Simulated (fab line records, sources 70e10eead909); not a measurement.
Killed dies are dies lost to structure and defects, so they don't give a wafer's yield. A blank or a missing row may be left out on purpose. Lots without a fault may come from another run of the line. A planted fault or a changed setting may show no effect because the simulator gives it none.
Which tool did it? | flow nand_harc | 13 lots, 39 wafers sampled, at 5 steps of a route of 1302

WHAT THE GAUGES READ, wafer by wafer
NHARC_P_STI_CD_MEAS_09: target cd 200 nm.
lot  | measured     | on        | cd_nm (nm)
L982 | day 2 20:16  | cd_sem-02 | 198.6 200.1 198.7
L984 | day 3 15:53  | cd_sem-03 | 199.2 200.4 200.2
L985 | day 4 01:38  | cd_sem-03 | 198.8 200.8 197.6
L986 | day 4 12:22  | cd_sem-02 | 196.6 199.3 197.9
L987 | day 4 21:31  | cd_sem-03 | 197.8 196.4 195.9
L988 | day 5 07:20  | cd_sem-02 | 200.4 198.2 201.4
L989 | day 5 17:08  | cd_sem-02 | 200.7 200.9 199.7
L991 | day 6 15:09  | cd_sem-02 | 200.2 198.7 199.0
L992 | day 6 22:55  | cd_sem-03 | 196.4 198.5 197.2
L994 | day 7 23:39  | cd_sem-02 | 201.0 199.6 199.9
L995 | day 8 08:21  | cd_sem-01 | 203.2 202.9 200.8
L104 | day 12 01:10 | cd_sem-03 | 200.9 200.1 199.9
L105 | day 12 10:23 | cd_sem-02 | 196.7 197.5 198.7

NHARC_P_GATE_CD_MEAS_11: target cd 1640 nm.
lot  | measured     | on        | cd_nm (nm)
L982 | day 4 11:09  | cd_sem-03 | 1640.5 1640.1 1641.3
L984 | day 5 02:10  | cd_sem-02 | 1638.4 1639.6 1638.5
L985 | day 5 14:41  | cd_sem-01 | 1641.8 1640.8 1640.9
L986 | day 6 06:05  | cd_sem-02 | 1639.2 1639.3 1639.3
L987 | day 6 15:33  | cd_sem-03 | 1639.8 1640.3 1640.8
L988 | day 6 20:47  | cd_sem-03 | 1637.2 1639.4 1640.4
L989 | day 7 12:38  | cd_sem-03 | 1641.5 1640.1 1640.3
L991 | day 8 04:47  | cd_sem-01 | 1641.7 1640.5 1641.6
L992 | day 8 12:07  | cd_sem-03 | 1637.6 1637.4 1638.3
L994 | day 9 12:34  | cd_sem-02 | 1637.7 1639.2 1639.3
L995 | day 10 12:41 | cd_sem-03 | 1641.1 1639.8 1640.3
L104 | day 13 13:32 | cd_sem-02 | 1639.5 1639.0 1638.5
L105 | day 13 21:06 | cd_sem-02 | 1641.4 1640.9 1642.0

NHARC_END_SORT_01.
lot  | measured     | on        | killed_at_array | killed_at_other | killed_at_periphery | killed_dies | killed_open | killed_short
L985 | day 25 14:38 | prober-01 | 79 81 78        | 1 0 0           | 4 5 5               | 84 86 83    | 1 4 3       | 2 3 4
L987 | day 26 02:28 | prober-01 | 34 54 58        | 0 1 1           | 3 4 2               | 37 59 61    | 3 6 3       | 0 2 3
L989 | day 28 16:22 | prober-02 | 16 27 23        | 0 0 0           | 5 5 4               | 21 32 27    | 6 2 2       | 3 1 5
L991 | day 28 23:31 | prober-01 | 51 49 51        | 4 1 2           | 3 5 3               | 58 55 56    | 4 5 5       | 1 2 7
L992 | day 29 05:02 | prober-02 | 47 56 74        | 1 1 2           | 2 0 3               | 50 57 79    | 2 3 1       | 3 4 3
L994 | day 29 20:18 | prober-02 | 56 65 51        | 0 0 2           | 9 5 5               | 65 70 58    | 1 1 4       | 2 4 0

WHICH TOOL RAN EACH LOT (tool, then ch and the chambers of the sampled wafers, then the start)
lot  | NHARC_P_STI_DESCUM_14             | NHARC_P_GATE_SOFTBAKE_21
L982 | rie_diel-08 ch 0,1,2, day 2 20:32 | litho_track-01 ch 0, day 5 05:00
L984 | rie_diel-13 ch 1,3, day 3 16:08   | litho_track-01 ch 0, day 5 15:00
L985 | rie_diel-05 ch 1,3, day 4 01:55   | litho_track-04 ch 0, day 6 07:00
L986 | rie_diel-08 ch 0,2,3, day 4 12:38 | litho_track-01 ch 0, day 6 22:00
L987 | rie_diel-08 ch 0,2, day 4 21:47   | litho_track-04 ch 0, day 7 05:00
L988 | rie_diel-08 ch 0,2,3, day 5 07:37 | litho_track-04 ch 0, day 7 13:00
L989 | rie_diel-08 ch 1,2,3, day 5 17:25 | litho_track-01 ch 0, day 8 05:00
L991 | rie_diel-13 ch 0,2,3, day 6 15:25 | litho_track-06 ch 0, day 8 19:00
L992 | rie_diel-08 ch 2,3, day 6 23:11   | litho_track-01 ch 0, day 9 01:00
L994 | rie_diel-08 ch 1,2, day 7 23:55   | litho_track-01 ch 0, day 10 04:00
L995 | rie_diel-13 ch 0,1,3, day 8 08:38 | litho_track-01 ch 0, day 11 04:00
L104 | rie_diel-05 ch 0,3, day 12 01:26  | litho_track-04 ch 0, day 14 09:00
L105 | rie_diel-08 ch 1,3, day 12 10:39  | litho_track-06 ch 0, day 14 11:00
- NHARC_P_STI_DESCUM_14: chemistry O2, time 3 s.
- NHARC_P_GATE_SOFTBAKE_21: time 55 s.

WHAT THE TOOLS THEMSELVES READ (means of the sampled wafers that have a number; where no wafer has one, the mark that the record gives instead)
NHARC_P_STI_DESCUM_14.
lot  | tool        | drypump_motor_current_A (A) | oes_product_au (a.u.) | rf_vpp_V (V) | showerhead_plenum_p_Torr (Torr) | throttle_valve_pct (%)
L982 | rie_diel-08 | 6.1                         | 0.990                 | 57.4         | 1.94                            | 11.314
L984 | rie_diel-13 | 5.2                         | 0.996                 | 57.7         | 1.92                            | 11.319
L985 | rie_diel-05 | 5.8                         | 1.006                 | 59.3         | 1.99                            | 11.309
L986 | rie_diel-08 | 5.9                         | 0.991                 | 57.7         | 1.96                            | 11.320
L987 | rie_diel-08 | 6.2                         | 0.999                 | 57.6         | 1.97                            | 11.318
L988 | rie_diel-08 | 5.9                         | 0.994                 | 58.5         | 1.96                            | 11.315
L989 | rie_diel-08 | 5.9                         | 1.001                 | 58.2         | 1.92                            | 11.317
L991 | rie_diel-13 | 5.8                         | 1.002                 | 58.0         | 1.88                            | 11.306
L992 | rie_diel-08 | 5.7                         | 1.000                 | 57.7         | 1.94                            | 11.317
L994 | rie_diel-08 | 6.1                         | 1.004                 | 57.7         | 1.91                            | 11.313
L995 | rie_diel-13 | 5.6                         | 0.991                 | 57.2         | 1.90                            | 11.303
L104 | rie_diel-05 | 5.8                         | 1.004                 | 57.6         | 1.88                            | 11.319
L105 | rie_diel-08 | 5.8                         | 0.998                 | 57.9         | 1.92                            | 11.308

NHARC_P_GATE_SOFTBAKE_21.
lot  | tool           | heater_power_total_W (W) | resist_line_temp_C (C)
L982 | litho_track-01 | 188.41                   | 22.85
L984 | litho_track-01 | 188.38                   | 22.95
L985 | litho_track-04 | 188.47                   | 23.15
L986 | litho_track-01 | 188.40                   | 23.02
L987 | litho_track-04 | 188.40                   | 22.96
L988 | litho_track-04 | 188.47                   | 22.97
L989 | litho_track-01 | 188.43                   | 22.95
L991 | litho_track-06 | 188.51                   | 22.89
L992 | litho_track-01 | 188.53                   | 22.80
L994 | litho_track-01 | 193.86                   | 22.94
L995 | litho_track-01 | 193.96                   | 22.94
L104 | litho_track-04 | 188.43                   | 22.91
L105 | litho_track-06 | 188.38                   | 22.98

THE ANSWER, worked out from the rows above alone
Rule: what is usual is taken from the lots themselves. Put in order of their means at a reading, lots are off if they are a third of the lots or fewer, leave a main group of 4 or more, and stand apart from it by a gap of 3 or more times the standard deviation of the main group's means; of several such gaps the widest counts. A main group whose means are all the same, to the digits that the tables above print for the reading, isn't used. A lot without any number at a reading at which 4 lots or more have one is off too. The other lots that the step has rows for count as sound. The gauges are gone through in route order, then the tools' own readings, and for those a lot's mean is taken as printed above. The first step at which some lot is off is used, and at that step the reading that is off furthest; a lot without a number counts as furthest.
Off: L994, L995, at NHARC_P_GATE_SOFTBAKE_21 (heater_power_total_W). The main group: mean 188.44 W, standard deviation 0.049.
A tool fits if, at that step or a process step before it, it ran every lot that is off, and no sound lot after the first of them. One fits: litho_track-01 at NHARC_P_GATE_SOFTBAKE_21. Its last sound lot is L992 (day 9 01:00), its first lot that is off L994 (day 10 04:00): a fault that began between those two fits.
The tool's own readings at NHARC_P_GATE_SOFTBAKE_21 bear it out: on the lots that are off they differ by more than 5 times the standard deviation of the sound lots' means. heater_power_total_W reads 193.91 W there against 188.44 W on the sound lots.

WHAT THE SIMULATOR HAD PUT IN
Process parameter drift: litho_track-01, from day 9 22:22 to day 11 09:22, at NHARC_P_GATE_SOFTBAKE_21. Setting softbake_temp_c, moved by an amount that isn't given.
Lots struck among those shown: L994, L995. The rule above found the same.
